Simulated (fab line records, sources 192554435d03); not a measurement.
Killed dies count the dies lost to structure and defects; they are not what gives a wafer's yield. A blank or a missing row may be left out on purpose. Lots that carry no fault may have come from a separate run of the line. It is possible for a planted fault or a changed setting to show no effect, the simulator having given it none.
Chamber matching -- flow n5_finfet -- 4 sister chambers for N5_BEOL_M8_DESCUM_16 on rie_diel-04
The step chemistry O2, time 7.9 s. 16 wafers are shown with their chamber, then 8 later ones without.

## EACH WAFER AND ITS CHAMBER
wafer,chamber,drypump_motor_current_A (A),throttle_valve_pct (%),oes_product_au (a.u.)
L074.1,0,4.9,20.51,0.80
L074.3,2,6.8,20.78,0.66
L074.5,3,5.8,20.28,0.69
L075.1,2,6.8,20.80,0.66
L075.4,3,5.8,20.29,0.68
L075.6,0,5.0,20.52,0.80
L080.1,3,5.8,20.31,0.68
L080.3,1,5.7,20.13,0.72
L080.4,0,4.9,20.55,0.79
L081.1,2,6.8,20.81,0.65
L081.4,3,5.8,20.30,0.68
L081.6,1,5.7,20.15,0.72
L083.1,1,5.7,20.16,0.72
L083.2,0,4.9,20.55,0.78
L083.3,3,5.8,20.32,0.68
L085.3,0,4.9,20.56,0.78

SIGNATURES (averages over the wafers above)
reading,chamber 0,chamber 1,chamber 2,chamber 3,scatter within a chamber
drypump_motor_current_A,4.920,5.700,6.800,5.800,0.0258
throttle_valve_pct,20.5380,20.1467,20.7967,20.3000,0.0178
oes_product_au,0.7900,0.7200,0.6567,0.6820,0.00675
Rule: for each reading, subtract the chamber's mean from the wafer's reading, divide by that reading's scatter and square the result; add these up over the readings and take the root, which gives the wafer's distance from the chamber. The wafer belongs to the nearest chamber; if the next one is less than 2 further off, it can't be placed. The scatter: take each reading less its chamber's mean, square it, sum over the shown wafers, divide by the number of wafers less the number of chambers, and take the root.

## WAFERS WITHOUT THEIR CHAMBER
wafer,drypump_motor_current_A (A),throttle_valve_pct (%),oes_product_au (a.u.)
L085.5,5.0,20.59,0.77
L085.6,5.8,20.33,0.68
L093.1,5.0,20.58,0.77
L093.3,6.8,20.43,0.92
L093.5,6.8,20.42,0.93
L097.1,5.0,20.62,0.75
L097.3,5.8,19.96,0.93
L097.4,5.7,20.19,0.69

## WHICH CHAMBER EACH ONE RAN IN
wafer,from the rows above,in truth
L085.5,0,0
L085.6,3,3
L093.1,0,0
L093.3,2,2
L093.5,2,2
L097.1,0,0
L097.3,1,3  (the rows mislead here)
L097.4,1,1
Correctly placed: 7 of 8. Left unplaced by these rows: 0. Number placed wrongly: 1.
